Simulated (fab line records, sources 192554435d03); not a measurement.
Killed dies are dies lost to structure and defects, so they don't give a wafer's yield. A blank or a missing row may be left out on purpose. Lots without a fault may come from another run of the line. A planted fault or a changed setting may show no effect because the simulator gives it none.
Chamber matching | flow n5_finfet | N5_BEOL_M5_ETCH_75 on rie_diel-05: 4 sister chambers
The step etches underlayer in N2/H2, target depth 6.5 nm, time 5.2 s. 4 wafers are shown with their chamber, then 7 later ones without.

WAFERS WITH THEIR CHAMBER
wafer  | chamber | throttle_valve_pct (%)
L082.5 | 0       | 17.93
L086.5 | 3       | 17.88
L093.1 | 1       | 18.38
L093.3 | 2       | 18.25

WAFERS WITHOUT THEIR CHAMBER
wafer  | throttle_valve_pct (%)
L093.5 | 17.89
L091.1 | 18.24
L091.2 | 18.36
L091.4 | 17.94
L095.3 | 17.91
L095.4 | 18.38
L095.6 | 18.00

WHICH CHAMBER EACH WENT THROUGH
wafer  | from the rows above     | in truth
L093.5 | can't be placed: 3 or 0 | 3
L091.1 | 2                       | 2
L091.2 | 1                       | 1
L091.4 | can't be placed: 0 or 3 | 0
L095.3 | can't be placed: 0 or 3 | 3
L095.4 | 1                       | 1
L095.6 | can't be placed: 0 or 3 | 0
Placed correctly: 3 of 7. Can't be placed from these rows: 4 (the true chamber is among the candidates in 4). Placed wrongly: 0.
How it was worked out, from the rows above alone: a wafer's distance from a chamber is the root of the sum, over the readings, of the square of ((its reading less the chamber's mean) divided by the reading's scatter). The wafer belongs to the nearest chamber; if the next one is less than 2 further off, it can't be placed. A chamber's mean is the mean of its shown wafers. The scatter: with one shown wafer a chamber, the root of the mean of the squares of how far each hidden wafer lies from its nearest shown one.
